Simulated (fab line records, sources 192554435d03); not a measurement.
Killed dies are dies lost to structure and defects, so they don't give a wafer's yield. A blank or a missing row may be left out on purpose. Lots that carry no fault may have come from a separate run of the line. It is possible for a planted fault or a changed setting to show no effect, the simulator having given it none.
Matching of chambers / flow n5-finfet / N5_FIN_SAQP_ETCH_64 on rie-si-01: 4 sister chambers
The step etches SiO2 in CF4, target depth 1.5 nm. 7 wafers are shown with their chamber, then 7 later ones without.

## EACH WAFER AND ITS CHAMBER
wafer=L084.2; chamber=1; drypump-motor-current-A (A)=6.4; throttle-valve-pct (%)=21.57
wafer=L084.4; chamber=2; drypump-motor-current-A (A)=5.4; throttle-valve-pct (%)=21.72
wafer=L085.1; chamber=1; drypump-motor-current-A (A)=6.2; throttle-valve-pct (%)=21.56
wafer=L086.2; chamber=2; drypump-motor-current-A (A)=5.4; throttle-valve-pct (%)=21.70
wafer=L086.5; chamber=3; drypump-motor-current-A (A)=5.3; throttle-valve-pct (%)=21.56
wafer=L088.2; chamber=3; drypump-motor-current-A (A)=5.3; throttle-valve-pct (%)=21.57
wafer=L088.4; chamber=0; drypump-motor-current-A (A)=6.1; throttle-valve-pct (%)=21.63

## WAFERS WHOSE CHAMBER IS MISSING
wafer=L088.5; drypump-motor-current-A (A)=5.3; throttle-valve-pct (%)=21.59
wafer=L091.1; drypump-motor-current-A (A)=6.0; throttle-valve-pct (%)=21.61
wafer=L091.5; drypump-motor-current-A (A)=5.3; throttle-valve-pct (%)=21.72
wafer=L091.6; drypump-motor-current-A (A)=5.3; throttle-valve-pct (%)=21.59
wafer=L095.3; drypump-motor-current-A (A)=5.4; throttle-valve-pct (%)=21.73
wafer=L095.5; drypump-motor-current-A (A)=6.3; throttle-valve-pct (%)=21.59
wafer=L095.6; drypump-motor-current-A (A)=6.0; throttle-valve-pct (%)=21.62

## EACH ONE'S CHAMBER
wafer=L088.5; from the rows above=3; in truth=3
wafer=L091.1; from the rows above=0; in truth=0
wafer=L091.5; from the rows above=2; in truth=2
wafer=L091.6; from the rows above=3; in truth=3
wafer=L095.3; from the rows above=2; in truth=2
wafer=L095.5; from the rows above=1; in truth=1
wafer=L095.6; from the rows above=0; in truth=0
Placed correctly: 7 of 7. Number that these rows cannot place: 0. 0 placed wrongly.
How it was worked out, from the rows above alone: a wafer's distance from a chamber is the root of the sum, over the readings, of the square of ((its reading less the chamber's mean) divided by the reading's scatter). If the next closest chamber is less than 2 further off than the closest, the wafer can't be placed; otherwise it belongs to the closest. The mean given for a chamber averages the wafers shown for that chamber. The scatter: the root of (the sum of the squares of (reading less its chamber's mean) over the shown wafers, divided by (wafers less chambers)).
